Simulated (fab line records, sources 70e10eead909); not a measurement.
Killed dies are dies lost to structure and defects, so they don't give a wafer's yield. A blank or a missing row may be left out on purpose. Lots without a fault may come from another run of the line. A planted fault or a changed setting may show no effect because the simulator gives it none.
A struck lot beside a sound one | flow nand_harc | 14 steps out of a route of 1302
Sound: wafers L487.3, L487.5, L487.6. Struck: wafers L494.1, L494.4. The cause comes at the end.
At each step with rows: each side's tool, then ch and its chambers, then its first start. Under that, the readings that differ: sound wafers | struck wafers | difference of the means | sigmas: that difference in standard deviations of wafers without a fault.
alike: readings whose means differ by less than 2 such deviations, and words and numbers that are the same on both sides. not compared: withheld readings, readings that some wafer has no value for, bounds like >300 that may hide the same value, and numbers for which the record gives no deviation and whose values overlap.
The two part at a step that has a row with sigmas, a row that says differs or no value, or rows on one side only. Numbers that don't overlap but have no deviation are shown without sigmas and don't part them. A reading that every wafer of one side lacks parts them only if that side has two wafers or more.

NHARC_A_M1_INSPECT_27:
  sound on defect_inspect-02, day 23 11:03; struck on defect_inspect-02, day 26 22:53
  alike: raw_defect_count
NHARC_A_M1_PRE_CLEAN_32: time 12 s.
  sound on pecvd-03 ch 1,2, day 23 11:08; struck on pecvd-03 ch 1,2, day 26 22:58
  alike: heater_power_w
NHARC_A_M1_DEP_33: deposits SiCN, target thk 30 nm.
  sound on pecvd-03 ch 1,2, day 23 11:17; struck on pecvd-03 ch 1,2, day 26 23:07
  alike: heater_power_w, showerhead_vpp_V
NHARC_A_BONDPAD_DEP_00: deposits SiCN, target thk 250 nm.
  sound on pecvd-01 ch 1,2, day 23 11:47; struck on pecvd-02 ch 0,1, day 26 23:35
  alike: heater_power_w, showerhead_vpp_V
NHARC_A_BONDPAD_CMP_29: polishes SiCN, target thk 200 nm.
  sound on cmp-03 ch 1,2, day 23 12:09; struck on cmp-02 ch 0,3, day 26 23:59
  alike: motor_current_A
NHARC_A_BONDPAD_THK_MEAS_30: measures by ellipsometry.
  sound on film_metro-02, day 23 12:24; struck on film_metro-02, day 27 00:14
  reading     | sound             | struck      | difference | sigmas
  thk_nm (nm) | 205.1 203.2 202.9 | 198.0 198.1 | -5.7       | -3
then, 5 steps without rows for these wafers: NHARC_A_BONDPAD_SRD_31; NHARC_A_BONDPAD_DEHYDRATE_01 (time 120 s); NHARC_A_BONDPAD_HMDS_02 (time 30 s); NHARC_A_BONDPAD_COAT_33 (time 65 s); NHARC_A_BONDPAD_COAT_03 (resist thk 600 nm).
NHARC_A_BONDPAD_SOFTBAKE_04: time 70 s.
  sound on litho_track-02 ch 0, day 23 12:00; struck on litho_track-07 ch 0, day 27 00:00
  reading                  | sound             | struck      | difference | sigmas
  heater_power_total_W (W) | 198.9 201.7 202.5 | 206.3 207.0 | +5.6       | +4
then, 2 steps without rows for these wafers: NHARC_A_BONDPAD_EBR_05; NHARC_END_SORT_01.

WHERE THEY PART
First at NHARC_A_BONDPAD_THK_MEAS_30; last, within this record, at NHARC_A_BONDPAD_SOFTBAKE_04.

WHY: what the simulator had put in
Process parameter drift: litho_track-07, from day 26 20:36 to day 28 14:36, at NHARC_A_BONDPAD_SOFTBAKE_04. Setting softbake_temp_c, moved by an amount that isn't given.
